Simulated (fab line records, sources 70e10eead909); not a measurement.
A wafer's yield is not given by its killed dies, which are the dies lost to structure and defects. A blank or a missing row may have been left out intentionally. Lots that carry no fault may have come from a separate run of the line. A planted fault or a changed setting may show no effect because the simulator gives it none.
Which tool was responsible? + flow nand harc + 11 lots with 33 wafers sampled at 6 steps, on a route of 1302 steps

## WHAT EACH GAUGE READ, for each wafer
NHARC_P_GATE_CD_MEAS_46 targets a cd of 720 nm. Usual: 720.0 nm for cd nm, sd 2.2.
| lot  | measured     | on        | cd nm (nm)        | flag |
|------|--------------|-----------|-------------------|------|
| L590 | day 6 04:43  | cd sem-03 | 716.5 717.8 719.8 |      |
| L594 | day 7 18:25  | cd sem-01 | - - -             | OFF  |
| L602 | day 10 21:32 | cd sem-01 | 721.3 720.3 721.1 |      |
| L603 | day 11 16:24 | cd sem-03 | 725.0 721.0 724.7 |      |
| L605 | day 12 07:38 | cd sem-01 | 725.1 722.5 721.9 |      |
| L606 | day 12 21:31 | cd sem-03 | 723.1 719.9 721.3 |      |
| L607 | day 13 03:22 | cd sem-02 | 717.2 719.1 718.0 |      |
| L609 | day 13 23:39 | cd sem-03 | 719.6 715.0 718.7 |      |
| L610 | day 14 09:36 | cd sem-01 | 719.8 719.9 719.6 |      |
| L611 | day 14 18:11 | cd sem-01 | 718.9 719.7 721.4 |      |
| L612 | day 15 06:26 | cd sem-01 | 718.8 721.8 723.9 |      |

NHARC_END_SORT_01. Usual: killed at array 56, standard deviation 17; killed at other 1.2, standard deviation 1.4; killed at periphery 4, standard deviation 3.2; killed dies 61, standard deviation 16; killed open 3.6, standard deviation 2.1; killed short 2.7, standard deviation 1.8.
| lot  | measured     | on        | killed at array | killed at other | killed at periphery | killed dies | killed open | killed short | flag |
|------|--------------|-----------|-----------------|-----------------|---------------------|-------------|-------------|--------------|------|
| L594 | day 26 09:25 | prober-02 | 34 22 23        | 1 3 1           | 642 652 653         | 677 677 677 | 4 2 4       | 8 3 4        | OFF  |
| L602 | day 29 12:07 | prober-02 | 43 54 35        | 2 1 2           | 2 5 7               | 47 60 44    | 3 3 3       | 2 6 3        |      |
| L603 | day 30 10:31 | prober-01 | 47 60 76        | 0 4 3           | 3 6 2               | 50 70 81    | 2 6 5       | 1 4 2        |      |
| L611 | day 33 03:02 | prober-01 | 69 55 55        | 3 2 1           | 11 8 8              | 83 65 64    | 12 2 2      | 4 4 3        |      |

## EACH LOT AND THE TOOL THAT RAN IT (in order: tool; ch and the chambers of the sampled wafers; start)
| lot  | NHARC_P_GATE_DEP_103            | NHARC_P_GATE_STRIP_108             | NHARC_P_GATE_ALD_36               | NHARC_P_GATE_EXPOSE_43            |
|------|---------------------------------|------------------------------------|-----------------------------------|-----------------------------------|
| L590 | pecvd-01 ch 0,1,2, day 5 16:23  | rie diel-09 ch 0,1,3, day 5 17:42  | ald sin-01 ch 1,2, day 5 19:26    | krf scanner-03 ch 0, day 6 04:34  |
| L594 | pecvd-04 ch 0,1,2, day 7 05:41  | rie diel-10 ch 1,2,3, day 7 07:11  | ald sin-02 ch 1,2,3, day 7 07:48  | krf scanner-04 ch 0, day 7 18:16  |
| L602 | pecvd-01 ch 0,1,2, day 10 08:54 | rie diel-05 ch 0,1, day 10 10:23   | ald sin-01 ch 1,2, day 10 12:04   | krf scanner-04 ch 0, day 10 21:23 |
| L603 | pecvd-02 ch 0,1,2, day 11 03:44 | rie diel-05 ch 0,3, day 11 05:13   | ald sin-03 ch 0,1,3, day 11 07:57 | krf scanner-03 ch 0, day 11 16:14 |
| L605 | pecvd-01 ch 0,1, day 11 18:52   | rie diel-05 ch 1,2, day 11 20:26   | ald sin-01 ch 0,2,3, day 11 23:11 | krf scanner-04 ch 0, day 12 07:29 |
| L606 | pecvd-01 ch 1,2, day 12 08:50   | rie diel-10 ch 1,3, day 12 10:12   | ald sin-03 ch 0,3, day 12 10:52   | krf scanner-02 ch 0, day 12 21:22 |
| L607 | pecvd-02 ch 0,1, day 12 14:39   | rie diel-09 ch 0,2,3, day 12 16:01 | ald sin-02 ch 0,1, day 12 16:43   | krf scanner-03 ch 0, day 13 03:13 |
| L609 | pecvd-04 ch 1,2, day 13 11:16   | rie diel-10 ch 0,2, day 13 12:37   | ald sin-03 ch 1,3, day 13 13:14   | krf scanner-03 ch 0, day 13 23:30 |
| L610 | pecvd-02 ch 1,2, day 13 20:50   | rie diel-10 ch 0,1, day 13 22:14   | ald sin-02 ch 1,2,3, day 13 22:52 | krf scanner-04 ch 0, day 14 09:27 |
| L611 | pecvd-02 ch 0,1, day 14 05:28   | rie diel-10 ch 0,1,3, day 14 06:58 | ald sin-01 ch 0,1,2, day 14 07:41 | krf scanner-04 ch 0, day 14 18:01 |
| L612 | pecvd-02 ch 0,1, day 14 15:51   | rie diel-10 ch 0,1,2, day 14 17:11 | ald sin-03 ch 1,2,3, day 14 17:48 | krf scanner-03 ch 0, day 15 06:17 |
- NHARC_P_GATE_DEP_103: deposits SiON, target thk 30 nm.
- NHARC_P_GATE_STRIP_108: strips in O2.
- NHARC_P_GATE_ALD_36: deposits SiNx, target thk 20 nm, pulse time 60 s, ald cycles 223.
- NHARC_P_GATE_EXPOSE_43: exposes mask P NSD, target cd 720 nm.

## WHAT THE TOOLS THEMSELVES READ (means of the sampled wafers that have a number; where no wafer has one, the mark that the record gives instead)
NHARC_P_GATE_DEP_103. Usual: heater power outer w 475 W, standard deviation 68; heater power w 788 W, standard deviation 91.
| lot  | tool     | heater power outer w (W) | heater power w (W) | flag |
|------|----------|--------------------------|--------------------|------|
| L590 | pecvd-01 | 470                      | 772                |      |
| L594 | pecvd-04 | 538                      | 883                |      |
| L602 | pecvd-01 | 449                      | 746                |      |
| L603 | pecvd-02 | 502                      | 821                |      |
| L605 | pecvd-01 | 490                      | 796                |      |
| L606 | pecvd-01 | 360                      | 646                |      |
| L607 | pecvd-02 | 476                      | 802                |      |
| L609 | pecvd-04 | 535                      | 856                |      |
| L610 | pecvd-02 | 427                      | 681                |      |
| L611 | pecvd-02 | 421                      | 726                |      |
| L612 | pecvd-02 | 433                      | 758                |      |

NHARC_P_GATE_STRIP_108. Usual: drypump motor current A 5.4 A (standard deviation 0.52); mfc ar sccm 0.006 sccm (standard deviation 0.0073); o2 flow sccm 500.1 sccm (standard deviation 1.7); oes product au 1.002 a.u. (standard deviation 0.015); rf vpp V 57.9 V (standard deviation 0.89); showerhead plenum p Torr 3.51 Torr (standard deviation 0.1); throttle valve pct 17.037 % (standard deviation 0.0094).
| lot  | tool        | drypump motor current A (A) | mfc ar sccm (sccm) | o2 flow sccm (sccm) | oes product au (a.u.) | rf vpp V (V) | showerhead plenum p Torr (Torr) | throttle valve pct (%) | flag |
|------|-------------|-----------------------------|--------------------|---------------------|-----------------------|--------------|---------------------------------|------------------------|------|
| L590 | rie diel-09 | 5.4                         | 0.015              | 502.8               | 1.005                 | 58.2         | 3.53                            | 17.029                 |      |
| L594 | rie diel-10 | 5.1                         | 0.000              | 499.5               | 0.997                 | 57.7         | 3.58                            | 17.038                 |      |
| L602 | rie diel-05 | 5.9                         | 0.000              | 498.8               | 0.996                 | 57.9         | 3.54                            | 17.038                 |      |
| L603 | rie diel-05 | 6.4                         | 0.007              | 501.7               | 0.990                 | 57.9         | 3.44                            | 17.036                 |      |
| L605 | rie diel-05 | 5.9                         | 0.000              | 499.4               | 0.991                 | 59.2         | 3.65                            | 17.043                 |      |
| L606 | rie diel-10 | 5.1                         | 0.000              | 500.4               | 1.001                 | 58.3         | 3.55                            | 17.043                 |      |
| L607 | rie diel-09 | 5.6                         | 0.011              | 499.0               | 1.010                 | 58.4         | 3.46                            | 17.044                 |      |
| L609 | rie diel-10 | 5.1                         | 0.002              | 500.7               | 1.015                 | 58.0         | 3.54                            | 17.028                 |      |
| L610 | rie diel-10 | 5.2                         | 0.004              | 501.9               | 1.014                 | 57.4         | 3.37                            | 17.033                 |      |
| L611 | rie diel-10 | 5.1                         | 0.002              | 500.0               | 1.008                 | 57.7         | 3.46                            | 17.032                 |      |
| L612 | rie diel-10 | 5.1                         | 0.002              | 500.4               | 1.016                 | 58.2         | 3.49                            | 17.038                 |      |

NHARC_P_GATE_ALD_36. Usual: heater power outer w 522 W, standard deviation 74; heater power w 841 W, standard deviation 93; precursor pulse height rel 1.000, standard deviation 0.019.
| lot  | tool       | heater power outer w (W) | heater power w (W) | precursor pulse height rel | flag |
|------|------------|--------------------------|--------------------|----------------------------|------|
| L590 | ald sin-01 | 612                      | 916                | 0.990                      |      |
| L594 | ald sin-02 | 481                      | 824                | 0.994                      |      |
| L602 | ald sin-01 | 571                      | 909                | 1.000                      |      |
| L603 | ald sin-03 | 472                      | 782                | 0.997                      |      |
| L605 | ald sin-01 | 562                      | 875                | 0.993                      |      |
| L606 | ald sin-03 | 521                      | 787                | 1.003                      |      |
| L607 | ald sin-02 | 526                      | 878                | 0.990                      |      |
| L609 | ald sin-03 | 440                      | 772                | 0.998                      |      |
| L610 | ald sin-02 | 475                      | 792                | 1.018                      |      |
| L611 | ald sin-01 | 581                      | 890                | 0.989                      |      |
| L612 | ald sin-03 | 489                      | 825                | 0.997                      |      |

NHARC_P_GATE_EXPOSE_43. Usual: stage vel mm s 499.97 mm/s, standard deviation 0.23.
| lot  | tool           | stage vel mm s (mm/s) | flag |
|------|----------------|-----------------------|------|
| L590 | krf scanner-03 | 499.95                |      |
| L594 | krf scanner-04 | 500.18                |      |
| L602 | krf scanner-04 | 499.90                |      |
| L603 | krf scanner-03 | 499.87                |      |
| L605 | krf scanner-04 | 499.97                |      |
| L606 | krf scanner-02 | 500.04                |      |
| L607 | krf scanner-03 | 499.84                |      |
| L609 | krf scanner-03 | 499.93                |      |
| L610 | krf scanner-04 | 500.18                |      |
| L611 | krf scanner-04 | 500.04                |      |
| L612 | krf scanner-03 | 499.69                |      |

## THE ANSWER, worked out from the rows above alone
Rule: a lot counts as off when the mean over its wafers that have a number is more than 3 standard deviations away from the usual mean. A lot without any number at a reading at which 4 lots or more have one is off too. Any other lot the step has rows for is counted as sound. The gauges are gone through in route order, then the tools' own readings, and for those a lot's mean is taken as printed above. At the first step where some lot is off, the reading lying furthest off is the one used; lots without a number count as furthest.
Off: L594, at NHARC_P_GATE_CD_MEAS_46 (cd nm). Without a number there: L594.
If a tool, at a process step before that reading, ran all the lots that are off and no sound lot after the first of them, it fits. Not tried: the gauges at NHARC_P_GATE_CD_MEAS_46; whatever is off there is also off at NHARC_END_SORT_01, on other tools, and gauge error can't account for it. Not one of the candidates tried fits.

## WHAT HAD BEEN PUT IN BY THE SIMULATOR
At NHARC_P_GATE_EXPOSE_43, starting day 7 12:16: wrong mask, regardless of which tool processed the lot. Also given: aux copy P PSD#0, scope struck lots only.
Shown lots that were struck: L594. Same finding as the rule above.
